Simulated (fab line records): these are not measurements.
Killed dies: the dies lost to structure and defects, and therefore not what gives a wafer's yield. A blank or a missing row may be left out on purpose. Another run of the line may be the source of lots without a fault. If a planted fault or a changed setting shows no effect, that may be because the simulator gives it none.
Split-lot study + flow n5_finfet + 7 lots, 39 wafers read, on a route of 1938 steps

ABOUT THE SPLIT
At N5_MOL_CONTACT_COAG_ETCH_47 (etches SiNx in CH3F/O2, stops on W, target depth 27 nm), the setting source_w was moved away from the recipe's 395 W on 15 of the 39 wafers read, by -10.8% to +18.3%. The other wafers ran this setting at the recipe's value.

The reading comes from the split's own step.

THE READING
rf_vpp_V, in V, at N5_MOL_CONTACT_COAG_ETCH_47 (etches SiNx in CH3F/O2, stops on W, target depth 27 nm). Fault-free wafers of this fab line usually give 298 V, standard deviation 4.4 V.

| wafer  | tool, chamber at the split | source_w as run, W | against the recipe | rf_vpp_V, V | against lot-mates on the recipe |
|--------|----------------------------|--------------------|--------------------|-------------|---------------------------------|
| L075.1 | rie_diel-03, 3             | 467.3              | +18.3%             | 273         | -28                             |
| L075.2 | rie_diel-03, 0             | 467.3              | +18.3%             | 282         | -19                             |
| L075.3 | rie_diel-03, 1             | 467.3              | +18.3%             | 274         | -27                             |
| L075.4 | rie_diel-03, 2             | 395                | recipe             | 301         | -                               |
| L075.5 | rie_diel-03, 0             | 395                | recipe             | 305         | -                               |
| L075.6 | rie_diel-03, 3             | 395                | recipe             | 298         | -                               |
| L077.1 | rie_diel-03, 3             | 395                | recipe             | 294         | -                               |
| L077.2 | rie_diel-03, 1             | 395                | recipe             | 297         | -                               |
| L077.3 | rie_diel-03, 0             | 395                | recipe             | 306         | -                               |
| L077.4 | rie_diel-03, 2             | 395                | recipe             | 302         | -                               |
| L077.5 | rie_diel-03, 3             | 395                | recipe             | 296         | -                               |
| L077.6 | rie_diel-03, 2             | 395                | recipe             | 301         | -                               |
| L080.1 | rie_diel-05, 2             | 459.7              | +16.4%             | 277         | -17                             |
| L080.2 | rie_diel-05, 1             | 395                | recipe             | 289         | -                               |
| L080.3 | rie_diel-05, 3             | 395                | recipe             | 303         | -                               |
| L080.4 | rie_diel-05, 0             | 459.7              | +16.4%             | 278         | -16                             |
| L080.5 | rie_diel-05, 1             | 395                | recipe             | 289         | -                               |
| L080.6 | rie_diel-05, 2             | 459.7              | +16.4%             | 278         | -16                             |
| L082.1 | rie_diel-01, 1             | 421.6              | +6.7%              | 287         | -11                             |
| L082.2 | rie_diel-01, 2             | 421.6              | +6.7%              | 287         | -11                             |
| L082.3 | rie_diel-01, 0             | 395                | recipe             | 298         | -                               |
| L082.4 | rie_diel-01, 3             | 395                | recipe             | 300         | -                               |
| L082.5 | rie_diel-01, 3             | 421.6              | +6.7%              | 292         | -6                              |
| L082.6 | rie_diel-01, 0             | 395                | recipe             | 297         | -                               |
| L083.1 | rie_diel-01, 3             | 395                | recipe             | 302         | -                               |
| L083.2 | rie_diel-01, 1             | 352.3              | -10.8%             | 312         | +14                             |
| L083.3 | rie_diel-01, 0             | 395                | recipe             | 298         | -                               |
| L083.4 | rie_diel-01, 0             | 352.3              | -10.8%             | 314         | +16                             |
| L083.5 | rie_diel-01, 3             | 352.3              | -10.8%             | 318         | +20                             |
| L083.6 | rie_diel-01, 1             | 395                | recipe             | 294         | -                               |
| L087.1 | rie_diel-03, 0             | 438                | +10.9%             | 292         | -5                              |
| L087.2 | rie_diel-03, 1             | 438                | +10.9%             | 281         | -16                             |
| L087.3 | rie_diel-03, 2             | 438                | +10.9%             | 287         | -10                             |
| L087.4 | rie_diel-03, 3             | 395                | recipe             | 296         | -                               |
| L087.5 | rie_diel-03, 3             | 395                | recipe             | 295         | -                               |
| L087.6 | rie_diel-03, 2             | 395                | recipe             | 299         | -                               |
| L097.1 | rie_diel-03, 2             | 395                | recipe             | 301         | -                               |
| L097.4 | rie_diel-03, 0             | 395                | recipe             | 305         | -                               |
| L097.5 | rie_diel-03, 0             | 395                | recipe             | 306         | -                               |

FIT RESULTS
A straight line over all 39 wafers: rf_vpp_V changes by -1.29 V for each +1% of source_w; r = -0.92; the points scatter about the line by 4.3 V.
The same after taking each lot's own level away (the mean of its wafers on the recipe; 39 wafers): -1.24 V for each +1%; r = -0.92; scatter 4 V.
The reading moves by 23 V for the largest change in source_w, on that fit.
From 293.7 to 304.0 V: that is the span of the lots' own levels, equal to 2.3 times the standard deviation above.
The two slopes are in agreement: the lot-to-lot level therefore moves the slope only a little.
Check: with one of the wafers moved furthest among these (+18.3%) left out of the fit, the line predicts -21.3 V for it against its lot-mates. Against them it came out at -28.3 V.
Tool readings at the split's step, against how far the setting was moved: rf_vpp_V r = -0.92.

ADDITIONAL SPLITS CARRIED BY THESE WAFERS
Before the reading, these wafers also passed through other splits. Each is held against what the fit with the lots' levels taken away leaves over:
| other split on the same wafers               | wafers away from the commonest value | r with rf_vpp_V (lot level and that fit taken away) |
|----------------------------------------------|--------------------------------------|-----------------------------------------------------|
| N5_WELL_APT_EXPOSE_22 dose_mj                | 18                                   | -0.15                                               |
| N5_PMOS_HMC_CHANNEL_EPI_EPI_20 pressure_torr | 18                                   | -0.11                                               |
| N5_DUMMY_GATE_ETCH_37 source_w               | 9                                    | +0.15                                               |
| N5_HKMG_FIN_EXPOSE_09 dose_mj                | 12                                   | +0.22                                               |

FILE'S OWN FIT
rf_vpp_V changes by -1.21 V for each +1% of source_w, r = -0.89.
